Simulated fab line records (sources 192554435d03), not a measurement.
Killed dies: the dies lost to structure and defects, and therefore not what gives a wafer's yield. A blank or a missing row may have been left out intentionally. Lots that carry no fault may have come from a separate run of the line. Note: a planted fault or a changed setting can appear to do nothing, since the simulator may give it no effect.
Which tool was responsible? || flow n5 finfet || 36 wafers from 12 lots sampled at 4 of the route's 1938 steps

WHAT EACH GAUGE READ, for each wafer
N5_FIN_CUT_CD_MEAS_08 targets a cd of 29.1 nm.
{"lot": "L075", "measured": "day 2 09:10", "on": "cd sem-01", "cd nm (nm)": "29.14 28.99 28.54"}
{"lot": "L077", "measured": "day 2 21:20", "on": "cd sem-02", "cd nm (nm)": "29.03 29.10 28.94"}
{"lot": "L079", "measured": "day 3 08:25", "on": "cd sem-03", "cd nm (nm)": "28.97 29.21 28.96"}
{"lot": "L081", "measured": "day 3 21:42", "on": "cd sem-03", "cd nm (nm)": "29.17 28.90 29.06"}
{"lot": "L083", "measured": "day 4 09:43", "on": "cd sem-02", "cd nm (nm)": "28.88 29.00 29.08"}
{"lot": "L085", "measured": "day 4 22:02", "on": "cd sem-02", "cd nm (nm)": "29.22 29.07 28.77"}
{"lot": "L087", "measured": "day 5 10:40", "on": "cd sem-02", "cd nm (nm)": "29.39 29.27 29.24"}
{"lot": "L089", "measured": "day 5 23:55", "on": "cd sem-01", "cd nm (nm)": "29.07 29.25 28.97"}
{"lot": "L091", "measured": "day 6 09:40", "on": "cd sem-03", "cd nm (nm)": "29.01 28.88 29.11"}
{"lot": "L093", "measured": "day 6 22:00", "on": "cd sem-03", "cd nm (nm)": "28.88 28.94 28.80"}
{"lot": "L095", "measured": "day 7 08:44", "on": "cd sem-03", "cd nm (nm)": "29.10 29.22 29.82"}
{"lot": "L097", "measured": "day 7 21:56", "on": "cd sem-01", "cd nm (nm)": "28.98 29.48 29.03"}

TOOL THAT RAN EACH LOT (tool first, then ch and the chambers of the sampled wafers, then the start)
{"lot": "L075", "N5_PMOS_HMC_CHANNEL_EPI_DESCUM_14": "rie diel-06 ch 1,2,3, day 1 23:04", "N5_FIN_SAQP_RECESS_75": "vapor etch-02 ch 1, day 2 05:14", "N5_FIN_SAQP_STRIP_77": "rie diel-02 ch 1,3, day 2 08:18"}
{"lot": "L077", "N5_PMOS_HMC_CHANNEL_EPI_DESCUM_14": "rie diel-03 ch 1,2,3, day 2 11:28", "N5_FIN_SAQP_RECESS_75": "vapor etch-01 ch 0,1, day 2 17:07", "N5_FIN_SAQP_STRIP_77": "rie diel-05 ch 0,1, day 2 20:35"}
{"lot": "L079", "N5_PMOS_HMC_CHANNEL_EPI_DESCUM_14": "rie diel-06 ch 0,1, day 2 23:19", "N5_FIN_SAQP_RECESS_75": "vapor etch-01 ch 0,1, day 3 04:40", "N5_FIN_SAQP_STRIP_77": "rie diel-01 ch 0,2, day 3 07:40"}
{"lot": "L081", "N5_PMOS_HMC_CHANNEL_EPI_DESCUM_14": "rie diel-06 ch 0,2,3, day 3 11:57", "N5_FIN_SAQP_RECESS_75": "vapor etch-02 ch 0,1, day 3 17:50", "N5_FIN_SAQP_STRIP_77": "rie diel-02 ch 0,1,2, day 3 20:49"}
{"lot": "L083", "N5_PMOS_HMC_CHANNEL_EPI_DESCUM_14": "rie diel-06 ch 0,3, day 4 00:14", "N5_FIN_SAQP_RECESS_75": "vapor etch-01 ch 0,1, day 4 05:31", "N5_FIN_SAQP_STRIP_77": "rie diel-05 ch 2,3, day 4 08:51"}
{"lot": "L085", "N5_PMOS_HMC_CHANNEL_EPI_DESCUM_14": "rie diel-03 ch 0,2,3, day 4 12:10", "N5_FIN_SAQP_RECESS_75": "vapor etch-01 ch 0,1, day 4 17:02", "N5_FIN_SAQP_STRIP_77": "rie diel-01 ch 0,2,3, day 4 21:13"}
{"lot": "L087", "N5_PMOS_HMC_CHANNEL_EPI_DESCUM_14": "rie diel-03 ch 2,3, day 4 23:26", "N5_FIN_SAQP_RECESS_75": "vapor etch-01 ch 1, day 5 06:14", "N5_FIN_SAQP_STRIP_77": "rie diel-01 ch 0,1,3, day 5 09:55"}
{"lot": "L089", "N5_PMOS_HMC_CHANNEL_EPI_DESCUM_14": "rie diel-06 ch 0,1, day 5 11:29", "N5_FIN_SAQP_RECESS_75": "vapor etch-01 ch 0,1, day 5 17:20", "N5_FIN_SAQP_STRIP_77": "rie diel-05 ch 1,2, day 5 23:02"}
{"lot": "L091", "N5_PMOS_HMC_CHANNEL_EPI_DESCUM_14": "rie diel-06 ch 1,2,3, day 5 23:35", "N5_FIN_SAQP_RECESS_75": "vapor etch-01 ch 0,1, day 6 05:23", "N5_FIN_SAQP_STRIP_77": "rie diel-01 ch 0,1,3, day 6 08:55"}
{"lot": "L093", "N5_PMOS_HMC_CHANNEL_EPI_DESCUM_14": "rie diel-06 ch 0,1,3, day 6 12:19", "N5_FIN_SAQP_RECESS_75": "vapor etch-01 ch 0,1, day 6 18:11", "N5_FIN_SAQP_STRIP_77": "rie diel-01 ch 0,2,3, day 6 21:16"}
{"lot": "L095", "N5_PMOS_HMC_CHANNEL_EPI_DESCUM_14": "rie diel-04 ch 2,3, day 6 23:50", "N5_FIN_SAQP_RECESS_75": "vapor etch-02 ch 0,1, day 7 04:52", "N5_FIN_SAQP_STRIP_77": "rie diel-01 ch 0,1, day 7 07:52"}
{"lot": "L097", "N5_PMOS_HMC_CHANNEL_EPI_DESCUM_14": "rie diel-06 ch 1,3, day 7 11:47", "N5_FIN_SAQP_RECESS_75": "vapor etch-01 ch 0,1, day 7 16:57", "N5_FIN_SAQP_STRIP_77": "rie diel-02 ch 2,3, day 7 21:11"}
- N5_PMOS_HMC_CHANNEL_EPI_DESCUM_14: chemistry O2, time 7.9 s.
- N5_FIN_SAQP_RECESS_75: chemistry HF/NH3, target SiO2, target depth 14.4 nm, afs cycles 3, sublimation time 60 s.
- N5_FIN_SAQP_STRIP_77: strips in N2/H2, time 90 s.

THE ANSWER, worked out from the rows above alone
Rule: usual is defined by the lots themselves. Put in order of their means at a reading, lots are off if they are a third of the lots or fewer, leave a main group of 4 or more, and stand apart from it by a gap of 3 or more times the standard deviation of the main group's means; of several such gaps the widest counts. If all means in a main group match to the digits the tables above print for the reading, that group is not used. A lot without any number at a reading at which 4 lots or more have one is off too. The other lots that the step has rows for count as sound.
Nothing can be told from this: no lot is off at any reading shown.

WHAT THE SIMULATOR HAD INSERTED
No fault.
